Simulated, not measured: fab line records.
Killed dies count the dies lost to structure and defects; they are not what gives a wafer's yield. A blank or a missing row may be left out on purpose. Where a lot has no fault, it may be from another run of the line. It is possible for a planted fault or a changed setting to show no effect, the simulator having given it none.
Split-lot study    flow n5_finfet    21 wafers read from 7 lots, route of 1938 steps

== ABOUT THE SPLIT ==
At N5_BEOL_M2_ILD_DEP_00 (deposits SiOC from DEMS/O2, target thk 79 nm, time 15.3 s), the setting time_s was moved away from the recipe's 15.3 s on 7 of the 21 wafers read, by -13.6% to +9.1%. For the rest of the wafers, this setting stayed at what the recipe calls for.

Between the split and the reading, the file records no step.

== THE READING ==
At N5_BEOL_M2_THK_MEAS_01: M2_ILD_THK, given in nm. Fault-free wafers of this fab line usually give 78.8 nm, standard deviation 1.1 nm.

wafer   tool, chamber at the split  time_s as run, s  against the recipe  M2_ILD_THK, nm  against lot-mates on the recipe
L074.1  pecvd-03, 1                 14.38             -6.0%               73.6            -4.8
L074.2  pecvd-03, 0                 15.3              recipe              78.6            -
L074.3  pecvd-03, 2                 15.3              recipe              78.3            -
L081.1  pecvd-03, 2                 15.3              recipe              79.3            -
L081.3  pecvd-03, 1                 13.35             -12.7%              68.2            -11.1
L081.4  pecvd-03, 0                 13.35             -12.7%              69.2            -10.1
L086.3  pecvd-03, 1                 15.3              recipe              77.8            -
L086.4  pecvd-03, 0                 13.83             -9.6%               72.4            -6.3
L086.5  pecvd-03, 2                 15.3              recipe              79.6            -
L090.1  pecvd-01, 2                 15.3              recipe              78.5            -
L090.3  pecvd-01, 0                 15.3              recipe              77.0            -
L090.4  pecvd-01, 0                 15.3              recipe              78.1            -
L092.3  pecvd-01, 0                 13.22             -13.6%              66.4            -12.1
L092.5  pecvd-01, 2                 13.22             -13.6%              68.6            -9.9
L092.6  pecvd-01, 0                 15.3              recipe              78.5            -
L095.3  pecvd-01, 2                 16.69             +9.1%               85.6            +5.7
L095.4  pecvd-01, 1                 15.3              recipe              80.3            -
L095.6  pecvd-01, 0                 15.3              recipe              79.6            -
L096.1  pecvd-03, 1,2,2             15.3              recipe              78.5            -
L096.3  pecvd-03, 1,2,2             15.3              recipe              78.3            -
L096.4  pecvd-03, 1,2,2             15.3              recipe              78.4            -
If several chambers appear in one row, that row covers several wafers at once and the file leaves open which wafer was in which chamber.

THE FIT
A straight line over all 21 wafers: M2_ILD_THK changes by +0.783 nm for each +1% of time_s; r = +0.98; the points scatter about the line by 0.87 nm.
The same after taking each lot's own level away (the mean of its wafers on the recipe; 21 wafers): +0.776 nm for each +1%; r = +0.99; scatter 0.74 nm.
The reading moves by 11 nm for the largest change in time_s, on that fit.
Across the lots, their own levels run from 77.87 to 79.95 nm, a range of 1.9 times the standard deviation given above.
The two slopes agree, so the slope changes little with the lot-to-lot level.
Check: for one of the wafers moved furthest among these (-13.6%), held out of the fit, the line's prediction against its lot-mates is -10.3 nm. It came out at -12.1 nm against them.

== THESE WAFERS: OTHER SPLITS ==
These wafers also went through other splits before the reading. Each is held against what the fit with the lots' levels taken away leaves over:
other split on the same wafers                wafers away from the commonest value  r with M2_ILD_THK (lot level and that fit taken away)
N5_GATE_CUT_COAT_35 spin_rpm                  5                                     -0.29
N5_MOL_CONTACT_COAG_SPUTTER_143 target_thk_a  9                                     +0.36
N5_MOL_CONTACT_COAG_ALD_27 time_s             8                                     -0.14
N5_BEOL_M0_SAQP_MANDREL_ETCH_20 icp_w         10                                    -0.10
N5_BEOL_M0_SAQP_COAT_105 spin_rpm             4                                     -0.04
N5_BEOL_M1_EXPOSE_08 dose_mj                  5                                     -0.23
N5_BEOL_M1_ETCH_64 source_w                   8                                     +0.19

== THE WHOLE CHAIN: every reading that the file lists as answering this split, in the file's order ==
step                    what it does                                               reading                                                                             change (the file's fit)                r (the file's)
N5_BEOL_M2_ILD_DEP_00   deposits SiOC from DEMS/O2, target thk 79 nm, time 15.3 s  SiOC_of_BEOL_M2_ILD_DEP_00.thk_nm (the simulator's own value, which no gauge read)  +0.769 nm for each +1% of the setting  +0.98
N5_BEOL_M2_THK_MEAS_01                                                             M2_ILD_THK                                                                          +0.761 for each +1% of the setting     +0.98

== THE FILE'S OWN FIT ==
M2_ILD_THK changes by +0.761 nm for each +1% of time_s, r = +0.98.
